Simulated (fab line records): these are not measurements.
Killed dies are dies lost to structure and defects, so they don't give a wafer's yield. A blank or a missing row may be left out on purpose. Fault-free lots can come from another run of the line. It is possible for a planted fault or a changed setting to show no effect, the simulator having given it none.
Code-filled problem report in 8D (eight disciplines) form / flow n5 finfet / the parts of the form that need people (team, actions taken, sign-off) are left out

## 1. THE ISSUE
Mean of spin speed rpm at N5_BEOL_M0_SAQP_COAT_82: 1427.4 rpm across 6 wafers in 2 lots; on wafers with no fault it is 1500.1 rpm (standard deviation 1.1). Measured from the usual mean, that is -66 standard deviations.
The step: time 60 s, resist thk 30 nm.
Earliest sighting: wafer L844.2 on litho track-03 at day 6 22:44. At this step, 12 wafers from 4 lots have a number in the record. Rule for "out", or "out of limits": more than 4 standard deviations from the usual mean. All remaining wafers that have a number are taken as sound.

## 2. WHAT IT IS, AND WHAT IT ISN'T
question=which readings at this step | is=spin speed rpm | is not=-
question=which lots | is=L844, L846 | is not=L850, L861
question=which wafers of those lots | is=all that have a number | is not=-
question=read on which tools | is=litho track-03 | is not=litho track-01
question=when | is=from day 6 22:44 | is not=up to then (0 sound wafers); but 6 sound wafers of L850, L861 came after

## 3. WHAT RULES OUT EACH SUSPECT
Counting: a tool at a process step up to the reading stays a suspect if it ran every lot that is out and no sound lot after the first of them.
- litho track-03 at N5_BEOL_M0_SAQP_COAT_82 (time 60 s, resist thk 30 nm): ruled out as a lasting fault. Following L844 (day 6 22:44), the first lot on it that is out, the sound lots L861 were run on it.
Left after counting: nothing in the record.

## 4. THE CAUSE (what the simulator had put in)
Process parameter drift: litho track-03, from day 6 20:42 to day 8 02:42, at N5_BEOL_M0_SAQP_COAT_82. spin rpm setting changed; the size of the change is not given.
Counting ruled it out, wrongly.

## 5. THE CHAIN OF EFFECTS, in route order
Rows list readings where the struck wafers' mean (over those with a number) sits beyond 3 standard deviations from the usual. Only readings for which the record gives a usual standard deviation are gone through. hours: the time from each lot's start at the first step in this table that gives one to its start at this step, as a median over the lots. sigmas: the change in usual standard deviations.
hours=0; step=N5_BEOL_M0_SAQP_COAT_82; reading=spin speed rpm; usual=1500.1 rpm; on struck wafers=1427.4; change=-72.7; sigmas=-66
Here are the process steps it includes:
- N5_BEOL_M0_SAQP_COAT_82: time 60 s, resist thk 30 nm.
Later steps that measure or inspect, where all struck wafers having a row at the step show a number for every such reading and not one has moved that far: N5_BEOL_M4_RC_MEAS_101.

## 6. HOW IT WOULD HAVE BEEN CAUGHT EARLIER
The fault began at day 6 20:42; the first out-of-limits reading in this record came at day 6 22:44, 2 hours later.
